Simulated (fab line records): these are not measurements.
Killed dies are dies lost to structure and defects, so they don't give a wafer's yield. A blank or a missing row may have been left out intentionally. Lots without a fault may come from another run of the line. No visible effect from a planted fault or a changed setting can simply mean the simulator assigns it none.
Chamber matching	flow n5_finfet	4 sister chambers for N5_BEOL_M13_ETCH_67 on rie_diel-02
The step etches SiARC in CF4, target depth 143 nm, time 238.3 s. 8 wafers are shown with their chamber, then 7 later ones without.

WAFERS PAIRED WITH THEIR CHAMBERS
wafer	chamber	showerhead_plenum_p_Torr (Torr)	drypump_motor_current_A (A)
L075.4	0	2.18	5.8
L074.4	1	2.13	5.9
L083.1	0	2.18	5.8
L083.4	1	2.13	5.9
L086.4	3	2.09	5.8
L086.6	2	2.16	5.6
L094.2	2	2.15	5.6
L094.3	3	2.09	5.7

WAFERS WITH NO CHAMBER GIVEN
wafer	showerhead_plenum_p_Torr (Torr)	drypump_motor_current_A (A)
L094.5	2.17	5.8
L095.4	2.17	5.8
L095.5	2.12	5.9
L095.6	2.17	5.8
L097.1	2.15	5.7
L097.4	2.08	5.7
L097.5	2.15	5.6

THE CHAMBER EACH PASSED THROUGH
wafer	from the rows above	in truth
L094.5	0	0
L095.4	0	0
L095.5	1	1
L095.6	0	0
L097.1	2	2
L097.4	3	3
L097.5	2	2
7 of 7 placed correctly. Left unplaced by these rows: 0. 0 placed wrongly.
How it was worked out, from the rows above alone: a wafer's distance from a chamber is the root of the sum, over the readings, of the square of ((its reading less the chamber's mean) divided by the reading's scatter). If the next closest chamber is less than 2 further off than the closest, the wafer can't be placed; otherwise it belongs to the closest. For every chamber, the mean is computed from those of its wafers that are shown. The scatter: take each reading less its chamber's mean, square it, sum over the shown wafers, divide by the number of wafers less the number of chambers, and take the root.
